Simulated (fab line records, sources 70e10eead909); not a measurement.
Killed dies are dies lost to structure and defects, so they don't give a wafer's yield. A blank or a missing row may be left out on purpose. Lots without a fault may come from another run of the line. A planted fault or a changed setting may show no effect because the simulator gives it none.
fab line records | flow nand_harc
record lots=5 wafers=14 last_day=23
route steps=1159 shown P_BONDPAD@364 END@1159
lots that met no fault: from a run of the same line without faults
start_h: hours from the record's first day to the start of the lot's first wafer shown | wait_h: hours since the lot's step before | " the same as in the row above | L1.1+2: a row that stands for several wafers | - no value, or no start given | * or withheld: withheld | < > ~ a bound
route shown NAME@n: a module of which the file shows steps, and the number in the route of the first | usual: mean/standard deviation of fault-free wafers | same: alike in all rows | chamber/n: place in a boat | sites: the reading at each site | _std_site: their standard deviation | _edge_site: outer sites' mean less inner sites' | radius_mm: how far each site lies from the wafer's centre | mask NAME#n: copy n | behind: the tool/chamber that last shaped the wafer | hold: why the lot was held/for how many hours/how that ended | device: the transistor (n, p or np) that didn't switch | end of line: the same wafers' tests at the end of the route | a step without rows: its recipe alone | killed: dies lost to structure and defects at the first sort, not the wafer's yield | map: a wafer's dies, x killed, . not, _ none there
set.NAME: the setting as run; set.NAME@STEP: as run at that earlier step | model.NAME: the simulator's own value behind a step, which no gauge read
lots at some steps of the route; a table a step, a row a wafer
services: from which hour (start_h, from the record's first day; less than 0 if before it) a tool's chamber was out of use, for how many hours, and why
## steps
# step NHARC_P_BONDPAD_CD_MEAS_09
# recipe target_cd_nm=500 landing_energy_ev=500
# usual cd_nm=499.6/1.6
# columns lot.wafer tool chamber start_h wait_h cd_nm
L340.1 cd_sem-03 0 150.85 - 499.6
L340.2 " 0 " " 499.7
L340.5 " 0 " " 500.3
L344.3 cd_sem-03 0 160.75 - 498.7
L344.4 " 0 " " 498.4
L344.5 " 0 " " 498.3
L349.3 cd_sem-01 0 191.13 - 499.9
L349.4 " 0 " " 500.3
L355.1 cd_sem-01 0 227.42 - 497.0
L355.2 " 0 " " 498.3
L355.3 " 0 " " 501.8
L356.2 cd_sem-03 0 237.81 - 499.4
L356.5 " 0 " " 498.3
L356.6 " 0 " " 498.3
# step NHARC_P_BONDPAD_OVL_MEAS_38
# usual overlay_x_nm=1/7 overlay_y_nm=-1/5.4
# columns lot.wafer tool chamber start_h wait_h overlay_x_nm overlay_y_nm
L340.1 overlay-01 - 150.93 - 8 9
L340.2 " - " " 8 8
L340.5 " - " " 8 9
L344.3 overlay-02 - 160.83 - 13 3
L344.4 " - " " 13 3
L344.5 " - " " 12 3
L349.3 overlay-02 - 191.21 - -3 2
L349.4 " - " " -4 3
L355.1 overlay-02 - 227.51 - -2 -3
L355.2 " - " " -2 -2
L355.3 " - " " -2 -2
L356.2 overlay-02 - 237.90 - 2 8
L356.5 " - " " 2 8
L356.6 " - " " 2 8
# step NHARC_P_BONDPAD_HARDBAKE_10
# recipe temp_c=118 time_s=65
# step NHARC_P_BONDPAD_DESCUM_11
# recipe time_s=3 o2_flow_sccm=200 ar_flow_sccm=0 bias_power_w=0 chemistry=O2
# step NHARC_P_BONDPAD_ETCH_37
# recipe target_depth_a=600 overetch_a=180 time_s=65.91 ion_energy_ev=200 n2_flow_sccm=150 h2_flow_sccm=150 ar_flow_sccm=0 rf_w=400 bias_w=150 chemistry=N2/H2
# usual drypump_motor_current_A=5.46/0.28 oes_product_au=0.999/0.0097 rf_vpp_V=429.8/2.6 showerhead_plenum_p_Torr=2.01/0.085 throttle_valve_pct=14.172/0.0088
# columns lot.wafer tool chamber start_h wait_h drypump_motor_current_A oes_product_au rf_hours_counter_h rf_vpp_V showerhead_plenum_p_Torr throttle_valve_pct
L340.2 rie_diel-07 0 151.86 0.8 5.78 0.999 34 434.9 2.21 14.172
L340.1 " 1 " " 5.65 0.987 34 430.5 2.04 14.170
L340.5 " 2 " " 5.94 1.000 - 431.1 2.07 14.173
L344.4 rie_diel-02 1 161.05 0.1 4.98 1.002 0 429.8 2.03 14.174
L344.3 " 2 " " 5.28 1.006 0 429.3 2.02 14.174
L344.5 " 1 " " 4.97 0.999 - 431.4 2.03 14.175
L349.4 rie_diel-02 2 191.42 0.1 5.25 1.005 3 427.6 2.01 14.174
L349.3 " 0 " " 5.63 0.972 3 432.7 2.12 14.189
L355.1 rie_diel-02 3 227.72 0.1 5.55 0.995 7 426.3 1.89 14.150
L355.3 " 0 " " 5.64 0.994 7 432.7 2.12 14.173
L355.2 " 2 " " 5.27 0.999 7 429.4 2.01 14.184
L356.2 rie_diel-08 0 238.12 0.1 5.75 1.017 42 427.2 1.92 14.169
L356.5 " 2 " " 5.97 0.993 - 429.1 1.95 14.171
L356.6 " 3 " " 5.55 1.007 - 427.6 1.92 14.164
# step NHARC_P_BONDPAD_ETCH_12
# recipe target_depth_a=2000 time_s=100 chf3_flow_sccm=50 o2_flow_sccm=10 ar_flow_sccm=200 rf_w=500 bias_w=200 chemistry=CHF3/O2
# usual drypump_motor_current_A=5.45/0.29 oes_product_au=0.942/0.024 rf_vpp_V=370.0/2 showerhead_plenum_p_Torr=2.37/0.088 throttle_valve_pct=20.573/0.0092
# columns lot.wafer tool chamber start_h wait_h drypump_motor_current_A oes_product_au rf_hours_counter_h rf_vpp_V showerhead_plenum_p_Torr throttle_valve_pct
L340.2 rie_diel-07 2 - - 5.94 0.920 34 371.3 2.44 20.579
L340.1 " 0 " " 5.81 0.934 34 374.1 2.58 20.579
L340.5 " 2 " " 5.95 0.919 - 370.4 2.44 20.580
L344.4 rie_diel-02 3 - - 5.56 0.985 0 367.3 2.24 20.558
L344.3 " 2 " " 5.28 0.966 0 370.1 2.38 20.566
L344.5 " 3 " " 5.55 0.982 - 367.9 2.24 20.587
L349.4 rie_diel-02 2 - - 5.27 0.969 3 370.9 2.37 20.558
L349.3 " 3 " " 5.55 0.987 3 368.1 2.24 20.570
L355.3 rie_diel-02 0 - - 5.65 0.916 7 372.5 2.49 20.564
L355.2 " 2 " " 5.28 0.921 7 369.4 2.37 20.576
L355.1 " 3 " " 5.54 0.932 7 367.8 2.24 20.563
L356.2 rie_diel-08 2 - - 5.97 0.954 27 367.8 2.31 20.575
L356.5 " 2 " " 5.98 0.953 - 369.0 2.31 20.588
L356.6 " 3 " " 5.54 0.985 - 366.7 2.27 20.595
# step NHARC_P_BONDPAD_CD_MEAS_13
# usual cd_nm=499.2/1.6
# columns lot.wafer tool chamber start_h wait_h cd_nm
L340.1 cd_sem-03 - 152.07 - 500.0
L340.2 " - " " 498.5
L340.5 " - " " 499.6
L344.3 cd_sem-02 - 161.28 - 497.7
L344.4 " - " " 497.6
L344.5 " - " " 498.1
L349.3 cd_sem-03 - 191.66 - 498.5
L349.4 " - " " 499.6
L355.1 cd_sem-02 - 227.95 - 497.0
L355.2 " - " " 497.1
L355.3 " - " " 500.6
L356.2 cd_sem-02 - 238.34 - 499.0
L356.5 " - " " 498.1
L356.6 " - " " 498.5
# step NHARC_P_BONDPAD_STRIP_15
# recipe o2_flow_sccm=500 ar_flow_sccm=0 bias_w=0 chemistry=O2
# usual drypump_motor_current_A=5.55/0.28 oes_product_au=0.999/0.0097 rf_vpp_V=57.6/0.95 showerhead_plenum_p_Torr=3.49/0.13 throttle_valve_pct=17.036/0.0093
# columns lot.wafer tool chamber start_h wait_h drypump_motor_current_A oes_product_au rf_hours_counter_h rf_vpp_V showerhead_plenum_p_Torr throttle_valve_pct
L340.1 rie_diel-07 3 152.34 0.3 5.28 0.997 34 56.6 3.52 17.023
L340.2 " 1 " " 5.65 0.992 34 56.9 3.53 17.033
L340.5 " 2 " " 5.93 0.987 - 56.5 3.58 17.031
L344.4 rie_diel-02 1 161.36 0.1 4.99 1.004 0 57.4 3.51 17.018
L344.3 " 2 " " 5.30 0.998 0 58.3 3.49 17.030
L344.5 " 0 " " 5.64 0.984 - 58.5 3.66 17.045
L349.3 rie_diel-08 2 191.74 0.1 5.98 0.982 11 56.3 3.40 17.034
L349.4 " 3 " " 5.57 1.015 26 56.7 3.35 17.044
L355.3 rie_diel-08 3 228.04 0.1 5.56 1.002 40 56.3 3.34 17.034
L355.2 " 0 " " 5.78 1.007 38 57.3 3.34 17.046
L355.1 " 1 " " 5.50 0.999 30 58.2 3.50 17.035
L356.2 rie_diel-02 3 238.41 0.1 5.57 1.009 7 55.2 3.30 17.038
L356.6 " 3 " " 5.56 1.014 - 57.7 3.30 17.024
L356.5 " 0 " " 5.66 0.985 - 57.9 3.66 17.049
# step NHARC_P_BONDPAD_ETCH_24
# recipe target_depth_a=300 over_etch_frac=0.3 time_s=72.99 ion_energy_ev=150 cf4_flow_sccm=50 n2_flow_sccm=100 ar_flow_sccm=150 rf_w=300 bias_w=100 chemistry=CF4/N2
# usual drypump_motor_current_A=5.54/0.28 oes_product_au=1.000/0.011 rf_vpp_V=313.8/1.9 showerhead_plenum_p_Torr=2.60/0.1 throttle_valve_pct=19.794/0.0081
# columns lot.wafer tool chamber start_h wait_h drypump_motor_current_A oes_product_au rf_hours_counter_h rf_vpp_V showerhead_plenum_p_Torr throttle_valve_pct
L340.1 rie_diel-07 2 - - 6.00 1.005 35 315.4 2.66 19.800
L340.2 " 3 " " 5.24 0.996 35 313.8 2.62 19.794
L340.5 " 1 " " 5.62 1.001 - 315.5 2.62 19.808
L344.4 rie_diel-02 1 - - 4.98 0.991 0 314.4 2.61 19.795
L344.3 " 2 " " 5.28 0.999 0 314.3 2.60 19.793
L344.5 " 0 " " 5.62 0.995 - 316.2 2.73 19.789
L349.4 rie_diel-08 0 - - 5.77 0.999 23 311.3 2.49 19.788
L349.3 " 1 " " 5.50 1.004 18 313.4 2.61 19.798
L355.3 rie_diel-08 1 - - 5.53 0.994 30 313.1 2.60 19.799
L355.1 " 2 " " 5.95 0.991 24 312.9 2.52 19.795
L355.2 " 3 " " 5.54 0.996 40 312.9 2.48 19.802
L356.2 rie_diel-02 3 - - 5.55 1.017 7 311.3 2.45 19.794
L356.6 " 2 " " 5.29 0.994 - 314.2 2.59 19.793
L356.5 " 3 " " 5.54 1.010 - 309.9 2.45 19.784
# step NHARC_P_BONDPAD_STRIP_16
# recipe time_s=600 temp_c=30 chemistry=post_etch_residue_remover
# step NHARC_P_BONDPAD_DEGAS_25
# recipe temp_c=300 time_s=60
# step NHARC_P_BONDPAD_PRE_CLEAN_26
# recipe time_s=30 temp_c=280 gas=H2/He
# step NHARC_P_BONDPAD_PVD_17
# recipe target_thk_a=50 bias_v=168.6 power_w=15000 chamber_pressure_pa=0.12 time_s=8.06 substrate_temp_c=50 material=TaN
# usual bias_v=168.6/1.6 chamber_pressure_pa=0.12004/0.00024 throttle_valve_pct=30.3/0.71 time_s=8.06/0
# columns lot.wafer tool chamber start_h wait_h bias_v chamber_pressure_pa throttle_valve_pct time_s
L340.1 pvd_sputter-03 - 153.10 - 168.0 0.12013 31.1 8.06
L340.2 " - " " 172.3 0.12009 30.2 8.06
L340.5 " - " " 168.2 0.12028 29.0 8.06
L344.4 pvd_sputter-03 - 162.01 - 168.1 0.12025 30.6 8.06
L344.3 " - " " 167.7 0.11981 30.6 8.06
L344.5 " - " " 169.1 0.12022 28.7 8.06
L349.3 pvd_sputter-03 - 192.39 - 167.3 0.11992 30.7 8.06
L349.4 " - " " 170.8 0.12013 29.0 7.7035
L355.2 pvd_sputter-02 - 228.70 - 170.0 0.12004 30.5 8.06
L355.3 " - " " 171.6 0.12011 30.4 8.06
L355.1 " - " " 168.0 0.11988 30.3 8.06
L356.2 pvd_sputter-01 - 239.12 - 168.6 0.12016 31.2 8.06
L356.5 " - " " 167.3 0.12008 30.7 8.06
L356.6 " - " " 168.6 0.12047 31.0 8.06
# step NHARC_P_BONDPAD_PVD_27
# recipe target_thk_a=300 chamber_pressure_pa=5 power_w=5000 substrate_temp_c=30 time_s=20.49 material=Cu
# usual chamber_pressure_pa=4.999/0.011 throttle_valve_pct=30.3/0.72 time_s=20.49/0
# columns lot.wafer tool chamber start_h wait_h chamber_pressure_pa throttle_valve_pct time_s
L340.2 pvd_sputter-03 - - - 5.002 30.7 20.49
L340.1 " - " " 4.991 30.2 20.49
L340.5 " - " " 5.008 28.9 20.49
L344.3 pvd_sputter-03 - - - 5.013 30.8 20.49
L344.4 " - " " 4.977 29.1 20.49
L344.5 " - " " 5.015 30.5 20.49
L349.3 pvd_sputter-03 - - - 5.003 29.1 20.49
L349.4 " - " " 4.985 30.7 20.49
L355.1 pvd_sputter-02 - - - 4.995 28.7 20.49
L355.3 " - " " 4.992 30.6 20.49
L355.2 " - " " 4.976 30.2 20.49
L356.2 pvd_sputter-01 - - - 4.977 30.6 20.49
L356.5 " - " " 5.007 30.9 20.49
L356.6 " - " " 5.005 30.8 20.49
# step NHARC_END_SORT_01
# recipe temp_c=25
# usual defect_limited_yield=95.2/1.6 killed_at_array=29/10 killed_at_other=0.7/1.1 killed_at_periphery=3.2/2.2 killed_dies=33/11 killed_open=3.5/1.8 killed_short=2.0/1.4 sort_bin_2_pct=1.5/0.61 sort_bin_3_pct=0.29/0.22 sort_bin_4_pct=3.1/1.1 sort_n_pass=644/11 sort_rim_yield_pct=95/3.3 sort_yield_pct=95.2/1.6
# same gross_dies=677 sort_bin_5_pct[%]=0 sort_bin_6_pct[%]=0 sort_bin_7_pct[%]=0 sort_bin_8_pct[%]=0 sort_rim_n_gross=106.00
# columns lot.wafer tool chamber start_h wait_h defect_limited_yield[%] killed_at_array killed_at_other killed_at_periphery killed_dies killed_open killed_short sort_bin_2_pct[%] sort_bin_3_pct[%] sort_bin_4_pct[%] sort_n_pass sort_rim_yield_pct[%] sort_yield_pct[%]
L340.1 prober-02 0 474.75 2.5 93.6 36 0 7 43 3 3 1.5 0.44 4.4 634 87 93.6
L340.2 prober-02 0 475.54 2.8 92.3 45 1 6 52 5 5 2.1 0.74 4.9 625 98 92.3
L340.5 prober-02 0 477.93 3.7 95.4 26 0 5 31 2 2 1.3 0.44 2.8 646 91 95.4
L349.3 prober-01 0 507.52 3.1 95.6 28 0 2 30 5 3 1.5 0.59 2.4 647 98 95.6
L349.4 prober-01 0 508.31 3.4 95.3 27 0 5 32 6 3 1.5 0 3.2 645 92 95.3
L355.1 prober-01 0 534.30 2.5 95.0 31 1 2 34 4 0 1.9 0.15 3.0 643 97 95.0
L355.2 prober-01 0 535.11 2.8 95.3 29 2 1 32 4 3 0.7 0.59 3.4 645 94 95.3
L355.3 prober-01 0 535.91 3.1 95.0 31 1 2 34 3 3 1.9 0.15 3.0 643 95 95.0
L356.2 prober-01 0 559.51 2.9 95.7 22 3 4 29 5 5 1.6 0.30 2.4 648 94 95.7
L356.5 prober-01 0 561.93 3.7 97.5 12 0 5 17 2 3 0.6 0.30 1.6 660 97 97.5
L356.6 prober-01 0 562.74 4.0 96.0 22 1 4 27 4 1 0.9 0.44 2.7 650 95 96.0
# killed by level:class
L340.1 A_CHANNEL_HOLE_D1:chamber_film_flake=12 A_SLIT:chamber_film_flake=9 P_STI:chamber_film_flake=5 A_CONTACT:chamber_film_flake=4 A_WL_FILL:chamber_film_flake=3 A_ONON_D1:geometric_particle:short=1 A_ONON_D1:geometric_particle:open=1 A_WL_FILL:geometric_particle:open=1
L340.2 A_CHANNEL_HOLE_D1:chamber_film_flake=17 A_SLIT:chamber_film_flake=12 A_WL_FILL:chamber_film_flake=4 A_CONTACT:chamber_film_flake=3 A_STAIRCASE:chamber_film_flake=2 P_CONTACT:geometric_particle:open=1 P_M0:geometric_particle:open=1 P_M0:geometric_particle:short=1
L340.5 A_CHANNEL_HOLE_D1:chamber_film_flake=11 A_SLIT:chamber_film_flake=6 A_STAIRCASE:chamber_film_flake=4 P_STI:chamber_film_flake=3 A_M0:geometric_particle:open=2 A_SGD_CUT:geometric_particle:short=1 A_M0:geometric_particle:short=1 P_ZERO_WELL:chamber_film_flake=1
L349.3 A_CHANNEL_HOLE_D1:chamber_film_flake=19 A_CONTACT:chamber_film_flake=2 P_CONTACT:geometric_particle:short=1 P_CONTACT:geometric_particle:open=1 A_SOURCE_PLATE:geometric_particle:open=1 A_CHANNEL_FILL_D1:geometric_particle:open=1 A_SGD_CUT:geometric_particle:open=1 A_SGD_CUT:geometric_particle:short=1
L349.4 A_CHANNEL_HOLE_D1:chamber_film_flake=14 A_SLIT:chamber_film_flake=3 P_GATE:geometric_particle:open=2 P_ZERO_WELL:chamber_film_flake=2 A_STAIRCASE:chamber_film_flake=2 A_SOURCE_PLATE:geometric_particle:open=1 A_ONON_D1:geometric_particle:short=1 A_ONON_D1:geometric_particle:open=1
L355.1 A_CHANNEL_HOLE_D1:chamber_film_flake=24 A_SGD_CUT:chamber_film_flake=3 A_CONTACT:chamber_film_flake=2 P_CONTACT:geometric_particle:open=1 P_M2:geometric_particle:open=1 A_ONON_D1:geometric_particle:open=1 A_WL_FILL:geometric_particle:open=1 THIN_TSV:chamber_film_flake=1
L355.2 A_CHANNEL_HOLE_D1:chamber_film_flake=17 A_CONTACT:chamber_film_flake=2 A_ONON_D1:geometric_particle:short=1 A_ONON_D1:geometric_particle:open=1 A_CHANNEL_HOLE_D1:geometric_particle:open=1 A_STAIRCASE:geometric_particle:short=1 A_WL_FILL:geometric_particle:open=1 A_CONTACT:geometric_particle:open=1
L355.3 A_CHANNEL_HOLE_D1:chamber_film_flake=19 A_CONTACT:chamber_film_flake=5 P_CONTACT:geometric_particle:short=1 P_M0:geometric_particle:open=1 A_CHANNEL_HOLE_D1:geometric_particle:short=1 A_CHANNEL_FILL_D1:geometric_particle:open=1 A_CONTACT:geometric_particle:open=1 A_M0:geometric_particle:short=1
L356.2 A_CHANNEL_HOLE_D1:chamber_film_flake=7 A_CONTACT:chamber_film_flake=6 THIN_TSV:chamber_film_flake=3 A_SOURCE_PLATE:geometric_particle:open=2 P_ZERO_WELL:chamber_film_flake=2 P_CONTACT:geometric_particle:short=1 P_CONTACT:geometric_particle:open=1 A_SOURCE_PLATE:geometric_particle:short=1
L356.5 A_CHANNEL_HOLE_D1:chamber_film_flake=5 P_ZERO_WELL:chamber_film_flake=3 A_CONTACT:chamber_film_flake=3 P_BONDPAD:geometric_particle:open=1 A_SOURCE_PLATE:geometric_particle:short=1 A_SGD_CUT:geometric_particle:short=1 A_CONTACT:geometric_particle:open=1 A_CONTACT:geometric_particle:short=1
L356.6 A_CHANNEL_HOLE_D1:chamber_film_flake=11 A_CONTACT:chamber_film_flake=8 A_SOURCE_PLATE:geometric_particle:open=2 P_STI:geometric_particle:open=1 P_GATE:geometric_particle:short=1 P_M0:geometric_particle:open=1 P_ZERO_WELL:chamber_film_flake=1 A_STAIRCASE:chamber_film_flake=1
## services
# columns tool chamber start_h hours kind
rie_diel-02 0 129.92 - clean
rie_diel-02 1 129.92 - clean
rie_diel-02 2 129.92 - clean
rie_diel-02 3 129.92 - clean
rie_diel-08 2 133.37 22.1 repair
rie_diel-08 0 146.72 4.7 repair
rie_diel-02 - 150.73 9.0 pm
rie_diel-02 0 150.73 9.0 vent_cycle
rie_diel-02 1 150.73 9.0 vent_cycle
rie_diel-02 2 150.73 9.0 vent_cycle
rie_diel-02 3 150.73 9.0 vent_cycle
pvd_sputter-01 - 158.03 10.0 pm
rie_diel-02 0 159.73 - clean
rie_diel-02 1 159.73 - clean
rie_diel-02 2 159.73 - clean
rie_diel-02 3 159.73 - clean
pvd_sputter-01 - 173.50 0.9 repair
rie_diel-07 3 178.24 7.3 repair
rie_diel-02 0 184.23 - clean
pvd_sputter-01 - 191.58 1.5 repair
pvd_sputter-02 - 214.02 10.0 pm
rie_diel-02 2 221.94 4.6 repair
rie_diel-07 - 228.51 9.0 pm
rie_diel-08 - 236.07 1.2 repair
## key
first_sign step=NHARC_P_BONDPAD_PVD_17 reading=time_s direction=down sigmas=99+ usual=* struck=*
effect none on later readings
met_at NHARC_P_BONDPAD_PVD_17
struck_wafers L349.4
onset_between 162.01 192.39
fault kind=process_parameter_drift tool=pvd_sputter-03 chamber=- onset_h=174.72 steps=NHARC_P_BONDPAD_PVD_17 channel=time_s offset=* shape=step end_h=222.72 scope=struck_wafers_only acts_in=* stated=*
